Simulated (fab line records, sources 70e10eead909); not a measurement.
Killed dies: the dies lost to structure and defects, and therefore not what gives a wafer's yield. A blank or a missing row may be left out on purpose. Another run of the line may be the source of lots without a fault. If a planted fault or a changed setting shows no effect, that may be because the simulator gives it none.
Check of tool commonality + flow nand_harc + Sampled: 11 lots, 33 wafers

REASON IT WAS OPENED
On 2 of the 11 lots, a flag is raised at NHARC_P_M1_INSPECT_11 on the reading raw_defect_count. No-fault wafers: 4.5, standard deviation 2.7.
Rule: a lot is flagged in two cases, either no wafer of it has a number, or all its wafers with numbers fall more than 4 standard deviations from that mean. As for the other lots, they are considered sound.

| lot  | measured     | on                | raw_defect_count, wafer by wafer | flag    |
|------|--------------|-------------------|----------------------------------|---------|
| L325 | day 6 04:46  | defect_inspect-01 | 3 5 5                            |         |
| L330 | day 8 04:05  | defect_inspect-01 | 346 331 349                      | FLAGGED |
| L333 | day 9 14:36  | defect_inspect-02 | 327 351 378                      | FLAGGED |
| L338 | day 11 10:27 | defect_inspect-02 | 1 4 2                            |         |
| L339 | day 12 11:41 | defect_inspect-01 | 2 6 2                            |         |
| L342 | day 13 13:04 | defect_inspect-01 | 3 1 2                            |         |
| L341 | day 13 14:02 | defect_inspect-02 | 6 2 3                            |         |
| L344 | day 14 01:51 | defect_inspect-02 | 3 1 4                            |         |
| L343 | day 14 02:46 | defect_inspect-01 | 2 1 1                            |         |
| L346 | day 15 06:32 | defect_inspect-01 | 5 0 3                            |         |
| L348 | day 15 12:24 | defect_inspect-01 | 4 5 3                            |         |
The numbers of the flagged lots are 347.0 on average: +342.5 against the usual, or +99 or more standard deviations.

TOOL THAT RAN EACH LOT
Before the reading, the record contains 4 process steps out of a 1302-step route. Every cell lists first the tool, next ch and the chambers used by the sampled wafers, and last the start.
| lot  | flag    | NHARC_P_M0_ETCH_15                            | NHARC_P_M0_PRE_CLEAN_29                 | NHARC_P_M0_PVD_21                       | NHARC_P_M0_CMP_23             |
|------|---------|-----------------------------------------------|-----------------------------------------|-----------------------------------------|-------------------------------|
| L325 |         | rie_diel-05 ch 0,1,3, day 6 02:50 or earlier  | pvd_sputter-03, day 6 02:50 or earlier  | pvd_sputter-03, day 6 02:50 or earlier  | cmp-04 ch 0,1,2, day 6 02:50  |
| L330 | FLAGGED | rie_diel-08 ch 0,2,3, day 8 02:05 or earlier  | pvd_sputter-01, day 8 02:05 or earlier  | pvd_sputter-01, day 8 02:05 or earlier  | cmp-04 ch 1,2,3, day 8 02:05  |
| L333 | FLAGGED | rie_diel-05 ch 0,1,2, day 9 12:38 or earlier  | pvd_sputter-02, day 9 12:38 or earlier  | pvd_sputter-02, day 9 12:38 or earlier  | cmp-04 ch 0,2,3, day 9 12:38  |
| L338 |         | rie_diel-05 ch 0,1,3, day 11 08:29 or earlier | pvd_sputter-01, day 11 08:29 or earlier | pvd_sputter-01, day 11 08:29 or earlier | cmp-02 ch 0,2,3, day 11 08:29 |
| L339 |         | rie_diel-08 ch 2,3, day 12 09:40 or earlier   | pvd_sputter-03, day 12 09:40 or earlier | pvd_sputter-03, day 12 09:40 or earlier | cmp-04 ch 0,1,2, day 12 09:40 |
| L342 |         | rie_diel-08 ch 0,2,3, day 13 11:05 or earlier | pvd_sputter-01, day 13 11:05 or earlier | pvd_sputter-01, day 13 11:05 or earlier | cmp-01 ch 0,2,3, day 13 11:05 |
| L341 |         | rie_diel-12 ch 1,3, day 13 12:04 or earlier   | pvd_sputter-01, day 13 12:04 or earlier | pvd_sputter-01, day 13 12:04 or earlier | cmp-01 ch 1,2, day 13 12:04   |
| L344 |         | rie_diel-12 ch 0,1,2, day 13 23:53 or earlier | pvd_sputter-02, day 13 23:53 or earlier | pvd_sputter-02, day 13 23:53 or earlier | cmp-02 ch 0,1,2, day 13 23:53 |
| L343 |         | rie_diel-05 ch 0,2,3, day 14 00:47 or earlier | pvd_sputter-03, day 14 00:47 or earlier | pvd_sputter-03, day 14 00:47 or earlier | cmp-04 ch 0,1, day 14 00:47   |
| L346 |         | rie_diel-08 ch 1,3, day 15 04:34 or earlier   | pvd_sputter-01, day 15 04:34 or earlier | pvd_sputter-01, day 15 04:34 or earlier | cmp-04 ch 0,1,3, day 15 04:34 |
| L348 |         | rie_diel-05 ch 1,2,3, day 15 10:29 or earlier | pvd_sputter-01, day 15 10:29 or earlier | pvd_sputter-01, day 15 10:29 or earlier | cmp-01 ch 0,2,3, day 15 10:29 |
These steps, and what they do:
- NHARC_P_M0_ETCH_15: etches the open film in C4F8/Ar, target depth 150 nm, overetch 15 nm, time 82.5 s.
- NHARC_P_M0_PRE_CLEAN_29: time 30 s.
- NHARC_P_M0_PVD_21: deposits Cu, target thk 30 nm, time 20.49 s.
- NHARC_P_M0_CMP_23: polishes, t overpolish 20 s, target thk 117.54 nm.
- NHARC_P_M1_INSPECT_11

FLAGGED AGAINST TOTAL, ONE TOOL AT A TIME (gauges that did the reading follow at the end)
| step                    | tool              | lots run | flagged | share of the flagged lots | sound lots run after its first flagged lot |
|-------------------------|-------------------|----------|---------|---------------------------|--------------------------------------------|
| NHARC_P_M0_ETCH_15      | rie_diel-05       | 5        | 1       | some                      | 3 (L338,L343,L348)                         |
| NHARC_P_M0_ETCH_15      | rie_diel-08       | 4        | 1       | some                      | 3 (L339,L342,L346)                         |
| NHARC_P_M0_ETCH_15      | rie_diel-12       | 2        | 0       | none                      | -                                          |
| NHARC_P_M0_PRE_CLEAN_29 | pvd_sputter-01    | 6        | 1       | some                      | 5 (L338,L342,L341,L346,L348)               |
| NHARC_P_M0_PRE_CLEAN_29 | pvd_sputter-02    | 2        | 1       | some                      | 1 (L344)                                   |
| NHARC_P_M0_PRE_CLEAN_29 | pvd_sputter-03    | 3        | 0       | none                      | -                                          |
| NHARC_P_M0_PVD_21       | pvd_sputter-01    | 6        | 1       | some                      | 5 (L338,L342,L341,L346,L348)               |
| NHARC_P_M0_PVD_21       | pvd_sputter-02    | 2        | 1       | some                      | 1 (L344)                                   |
| NHARC_P_M0_PVD_21       | pvd_sputter-03    | 3        | 0       | none                      | -                                          |
| NHARC_P_M0_CMP_23       | cmp-01            | 3        | 0       | none                      | -                                          |
| NHARC_P_M0_CMP_23       | cmp-02            | 2        | 0       | none                      | -                                          |
| NHARC_P_M0_CMP_23       | cmp-04            | 6        | 2       | all                       | 3 (L339,L343,L346)                         |
| NHARC_P_M1_INSPECT_11   | defect_inspect-01 | 7        | 1       | some                      | 5 (L339,L342,L343,L346,L348)               |
| NHARC_P_M1_INSPECT_11   | defect_inspect-02 | 4        | 1       | some                      | 3 (L338,L341,L344)                         |
With no start given for some of its lots, NHARC_P_M0_ETCH_15 uses the hours and lot order of NHARC_P_M0_CMP_23. With no start given for some of its lots, NHARC_P_M0_PRE_CLEAN_29 uses the hours and lot order of NHARC_P_M0_CMP_23. With no start given for some of its lots, NHARC_P_M0_PVD_21 uses the hours and lot order of NHARC_P_M0_CMP_23.

WHAT IS ALLOWED BY THE TABLE
All flagged lots share 1 row of the table, namely cmp-04 at NHARC_P_M0_CMP_23.
- cmp-04 at NHARC_P_M0_CMP_23 ran 6 lots, 2 of them flagged. Sound lots followed the first flagged one (L339, L343, L346) on it, something a lasting fault affecting the whole tool could not allow.
Every row of the table either missed a flagged lot or ran a sound lot after the first.

WHAT THE SIMULATOR HAD INSERTED
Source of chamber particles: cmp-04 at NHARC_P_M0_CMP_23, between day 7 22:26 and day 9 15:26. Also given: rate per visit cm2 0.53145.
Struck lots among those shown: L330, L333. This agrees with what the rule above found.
